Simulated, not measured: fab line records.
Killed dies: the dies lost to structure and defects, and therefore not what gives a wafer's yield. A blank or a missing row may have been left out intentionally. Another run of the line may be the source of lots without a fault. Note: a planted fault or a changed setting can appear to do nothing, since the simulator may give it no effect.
Problem report, 8D (eight disciplines) form, completed by code | flow nand-harc | the parts of the form that need people (team, actions taken, sign-off) are left out

== 1. THE PROBLEM ==
At NHARC_END_SORT_01, killed-at-array averages 119 over 3 wafers from 2 lots, while fault-free wafers read 21, standard deviation 8.9. Measured from the usual mean, that is +11 standard deviations.
First observed at day 21 16:10: wafer L971.4, on prober-02. The record has a number at this step for 5 wafers belonging to 2 lots. Rule for "out", or "out of limits": more than 4 standard deviations from the usual mean. All remaining wafers that have a number are taken as sound.

== 2. WHAT IT IS; WHAT IT IS NOT ==
question                    | is                           | is not
which readings at this step | killed-at-array, killed-dies | killed-at-other, killed-at-periphery, killed-open, killed-short
which lots                  | L971, L972                   | -
which wafers of those lots  | L971.4, L972.1, L972.4       | L971.2, L972.3
read on which gauges        | prober-02                    | -
when                        | from day 21 16:10            | up to then (1 sound wafer); but 1 sound wafer of L972 came after

== 3. THE SUSPECTS, EACH WITH WHAT RULES IT OUT ==
Counting: a tool at a process step up to the reading stays a suspect if it ran every lot that is out. Sound lots after the first of them don't rule it out here, since some wafers of a struck lot are sound.
- the gauge at NHARC_END_SORT_01: ruled out. All the wafers that are out were read on prober-02, but those of them that NHARC_A_BLC_ETCH_17 has rows for are out there too, on other tools.
- rie-diel-08 at NHARC_A_BLC_DESCUM_15 (chemistry O2, time 3 s): kept. It ran every lot that is out, first L971 (day 19 15:38).
- rie-diel-08 at NHARC_A_BLC_ETCH_17 (etches the open film in N2/H2, target depth 390 nm, time 609.38 s): kept. It ran every lot that is out, first L971 (day 19 15:54). Its own readings are out on those wafers: oes-product-au.
- pvd-sputter-01 at NHARC_A_BLC_DEGAS_30 (time 60 s): kept. It ran every lot that is out, first L971 (day 19 17:15).
After the count, these remain: rie-diel-08 at NHARC_A_BLC_DESCUM_15, rie-diel-08 at NHARC_A_BLC_ETCH_17 and pvd-sputter-01 at NHARC_A_BLC_DEGAS_30.

== 4. THE CAUSE (what the simulator had put in) ==
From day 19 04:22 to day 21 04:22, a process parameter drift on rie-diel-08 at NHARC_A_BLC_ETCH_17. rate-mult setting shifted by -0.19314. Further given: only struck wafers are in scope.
Counting leaves 3 suspects; this tool is one of them.

== 5. SEQUENCE OF EFFECTS, ordered by route ==
One row per reading whose mean, taken over the struck wafers that have a number, lies over 3 standard deviations from the usual. Readings are gone through only where the record gives a usual standard deviation; hours: the median, over the lots, of the time from a lot's start at the first step in this table giving one to that lot's start at this step; sigmas: the change measured in usual standard deviations.
hours | step                | reading         | usual      | on struck wafers | change | sigmas
0     | NHARC_A_BLC_ETCH_17 | oes-product-au  | 0.998 a.u. | 0.882            | -0.116 | -13
52    | NHARC_END_SORT_01   | killed-at-array | 21         | 119              | +98    | +11
52    | NHARC_END_SORT_01   | killed-dies     | 26         | 124              | +98    | +11
It contains these process steps:
- NHARC_A_BLC_ETCH_17: etches the open film in N2/H2, target depth 390 nm, time 609.38 s.

== 6. WHAT WOULD HAVE CAUGHT IT SOONER ==
In this record the first reading out of limits at a measuring or inspecting step was taken at day 21 16:10, 60 hours after the fault began at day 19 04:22.
At NHARC_A_BLC_ETCH_17, the tool's own readings (oes-product-au) were out on each struck wafer the step has a row for, so an alarm limit on them would have fired on the first such wafer.
Lots out: 2; all had begun NHARC_A_BLC_ETCH_17 on rie-diel-08 by day 21 16:10. None of them would have been spared by holding the tool at that moment.
